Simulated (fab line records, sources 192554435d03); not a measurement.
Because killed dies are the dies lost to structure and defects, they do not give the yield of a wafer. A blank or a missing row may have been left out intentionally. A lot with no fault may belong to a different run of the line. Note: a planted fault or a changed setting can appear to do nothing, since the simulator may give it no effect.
Lot-split experiment :: flow n5 finfet :: 39 wafers read across 7 lots, on a route 1938 steps long

== THE SPLIT ==
At N5_WELL_APT_IMPLANT_14, the setting energy kev was moved away from the recipe's 160 on 6 of the 39 wafers read, by -10.4% to -4.4%. The other wafers ran this setting at the recipe's value.

The reading comes from the split's own step.

== THE READING ==
In nm, at N5_WELL_APT_IMPLANT_14: implant.drp nm, which is the simulator's own figure and was read by no gauge. The file does not state a usual value for it.

wafer: L077.1
tool, chamber at the split: implanter-01, 0
energy kev as run: 160
against the recipe: recipe
implant.drp nm, nm: 65.9
against lot-mates on the recipe: -

wafer: L077.2
tool, chamber at the split: implanter-01, 0
energy kev as run: 160
against the recipe: recipe
implant.drp nm, nm: 65.9
against lot-mates on the recipe: -

wafer: L077.3
tool, chamber at the split: implanter-01, 0
energy kev as run: 160
against the recipe: recipe
implant.drp nm, nm: 65.9
against lot-mates on the recipe: -

wafer: L077.4
tool, chamber at the split: implanter-01, 0
energy kev as run: 160
against the recipe: recipe
implant.drp nm, nm: 65.9
against lot-mates on the recipe: -

wafer: L077.5
tool, chamber at the split: implanter-01, 0
energy kev as run: 160
against the recipe: recipe
implant.drp nm, nm: 65.9
against lot-mates on the recipe: -

wafer: L077.6
tool, chamber at the split: implanter-01, 0
energy kev as run: 160
against the recipe: recipe
implant.drp nm, nm: 65.9
against lot-mates on the recipe: -

wafer: L078.1
tool, chamber at the split: implanter-02, 0
energy kev as run: 160
against the recipe: recipe
implant.drp nm, nm: 65.9
against lot-mates on the recipe: -

wafer: L078.2
tool, chamber at the split: implanter-02, 0
energy kev as run: 160
against the recipe: recipe
implant.drp nm, nm: 65.9
against lot-mates on the recipe: -

wafer: L078.3
tool, chamber at the split: implanter-02, 0
energy kev as run: 160
against the recipe: recipe
implant.drp nm, nm: 65.9
against lot-mates on the recipe: -

wafer: L078.4
tool, chamber at the split: implanter-02, 0
energy kev as run: 160
against the recipe: recipe
implant.drp nm, nm: 65.9
against lot-mates on the recipe: -

wafer: L078.5
tool, chamber at the split: implanter-02, 0
energy kev as run: 160
against the recipe: recipe
implant.drp nm, nm: 65.9
against lot-mates on the recipe: -

wafer: L078.6
tool, chamber at the split: implanter-02, 0
energy kev as run: 160
against the recipe: recipe
implant.drp nm, nm: 65.9
against lot-mates on the recipe: -

wafer: L079.1
tool, chamber at the split: implanter-02, 0
energy kev as run: 160
against the recipe: recipe
implant.drp nm, nm: 65.9
against lot-mates on the recipe: -

wafer: L079.2
tool, chamber at the split: implanter-02, 0
energy kev as run: 160
against the recipe: recipe
implant.drp nm, nm: 65.9
against lot-mates on the recipe: -

wafer: L079.3
tool, chamber at the split: implanter-02, 0
energy kev as run: 160
against the recipe: recipe
implant.drp nm, nm: 65.9
against lot-mates on the recipe: -

wafer: L079.4
tool, chamber at the split: implanter-02, 0
energy kev as run: 160
against the recipe: recipe
implant.drp nm, nm: 65.9
against lot-mates on the recipe: -

wafer: L079.5
tool, chamber at the split: implanter-02, 0
energy kev as run: 160
against the recipe: recipe
implant.drp nm, nm: 65.9
against lot-mates on the recipe: -

wafer: L079.6
tool, chamber at the split: implanter-02, 0
energy kev as run: 160
against the recipe: recipe
implant.drp nm, nm: 65.9
against lot-mates on the recipe: -

wafer: L086.1
tool, chamber at the split: implanter-01, 0
energy kev as run: 160
against the recipe: recipe
implant.drp nm, nm: 65.9
against lot-mates on the recipe: -

wafer: L086.5
tool, chamber at the split: implanter-01, 0
energy kev as run: 160
against the recipe: recipe
implant.drp nm, nm: 65.9
against lot-mates on the recipe: -

wafer: L086.6
tool, chamber at the split: implanter-01, 0
energy kev as run: 160
against the recipe: recipe
implant.drp nm, nm: 65.9
against lot-mates on the recipe: -

wafer: L086.2
tool, chamber at the split: implanter-01, 0
energy kev as run: 143.4
against the recipe: -10.4%
implant.drp nm, nm: 60.63
against lot-mates on the recipe: -5.27

wafer: L086.3
tool, chamber at the split: implanter-01, 0
energy kev as run: 143.4
against the recipe: -10.4%
implant.drp nm, nm: 60.63
against lot-mates on the recipe: -5.27

wafer: L086.4
tool, chamber at the split: implanter-01, 0
energy kev as run: 143.4
against the recipe: -10.4%
implant.drp nm, nm: 60.63
against lot-mates on the recipe: -5.27

wafer: L088.1
tool, chamber at the split: implanter-02, 0
energy kev as run: 160
against the recipe: recipe
implant.drp nm, nm: 65.9
against lot-mates on the recipe: -

wafer: L088.2
tool, chamber at the split: implanter-02, 0
energy kev as run: 160
against the recipe: recipe
implant.drp nm, nm: 65.9
against lot-mates on the recipe: -

wafer: L088.3
tool, chamber at the split: implanter-02, 0
energy kev as run: 160
against the recipe: recipe
implant.drp nm, nm: 65.9
against lot-mates on the recipe: -

wafer: L088.4
tool, chamber at the split: implanter-02, 0
energy kev as run: 160
against the recipe: recipe
implant.drp nm, nm: 65.9
against lot-mates on the recipe: -

wafer: L088.5
tool, chamber at the split: implanter-02, 0
energy kev as run: 160
against the recipe: recipe
implant.drp nm, nm: 65.9
against lot-mates on the recipe: -

wafer: L088.6
tool, chamber at the split: implanter-02, 0
energy kev as run: 160
against the recipe: recipe
implant.drp nm, nm: 65.9
against lot-mates on the recipe: -

wafer: L095.2
tool, chamber at the split: implanter-02, 0
energy kev as run: 160
against the recipe: recipe
implant.drp nm, nm: 65.9
against lot-mates on the recipe: -

wafer: L095.3
tool, chamber at the split: implanter-02, 0
energy kev as run: 160
against the recipe: recipe
implant.drp nm, nm: 65.9
against lot-mates on the recipe: -

wafer: L095.4
tool, chamber at the split: implanter-02, 0
energy kev as run: 160
against the recipe: recipe
implant.drp nm, nm: 65.9
against lot-mates on the recipe: -

wafer: L097.1
tool, chamber at the split: implanter-01, 0
energy kev as run: 152.9
against the recipe: -4.4%
implant.drp nm, nm: 63.72
against lot-mates on the recipe: -2.18

wafer: L097.2
tool, chamber at the split: implanter-01, 0
energy kev as run: 152.9
against the recipe: -4.4%
implant.drp nm, nm: 63.72
against lot-mates on the recipe: -2.18

wafer: L097.5
tool, chamber at the split: implanter-01, 0
energy kev as run: 152.9
against the recipe: -4.4%
implant.drp nm, nm: 63.72
against lot-mates on the recipe: -2.18

wafer: L097.3
tool, chamber at the split: implanter-01, 0
energy kev as run: 160
against the recipe: recipe
implant.drp nm, nm: 65.9
against lot-mates on the recipe: -

wafer: L097.4
tool, chamber at the split: implanter-01, 0
energy kev as run: 160
against the recipe: recipe
implant.drp nm, nm: 65.9
against lot-mates on the recipe: -

wafer: L097.6
tool, chamber at the split: implanter-01, 0
energy kev as run: 160
against the recipe: recipe
implant.drp nm, nm: 65.9
against lot-mates on the recipe: -

FIT RESULTS
A straight line over all 39 wafers: implant.drp nm changes by +0.506 nm for each +1% of energy kev; r = +1.00; the points scatter about the line by 0.019 nm.
The same after taking each lot's own level away (the mean of its wafers on the recipe; 39 wafers): +0.506 nm for each +1%; r = +1.00; scatter 0.019 nm.
On that fit, the largest move of energy kev shifts the reading by 5.2 nm.
The lots' own levels span 65.900 to 65.900 nm.
Consequently the slope shifts little with the lot-to-lot level, the two slopes agreeing.
Check: with one of the wafers moved furthest among these (-10.4%) left out of the fit, the line predicts -5.23 nm for it against its lot-mates. It came out at -5.27 nm against them.

== THE WHOLE CHAIN: every reading that the file lists as answering this split, in the file's order ==
step: N5_WELL_APT_IMPLANT_14
what it does: 
reading: implant.rp nm (the simulator's own value, which no gauge read)
change (the file's fit): +2.05 nm for each +1% of the setting
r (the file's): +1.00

step: N5_WELL_APT_IMPLANT_14
what it does: 
reading: implant.drp nm (the simulator's own value, which no gauge read)
change (the file's fit): +0.506 nm for each +1% of the setting
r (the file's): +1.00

== FILE'S OWN FIT ==
implant.drp nm changes by +0.506 nm for each +1% of energy kev, r = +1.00.
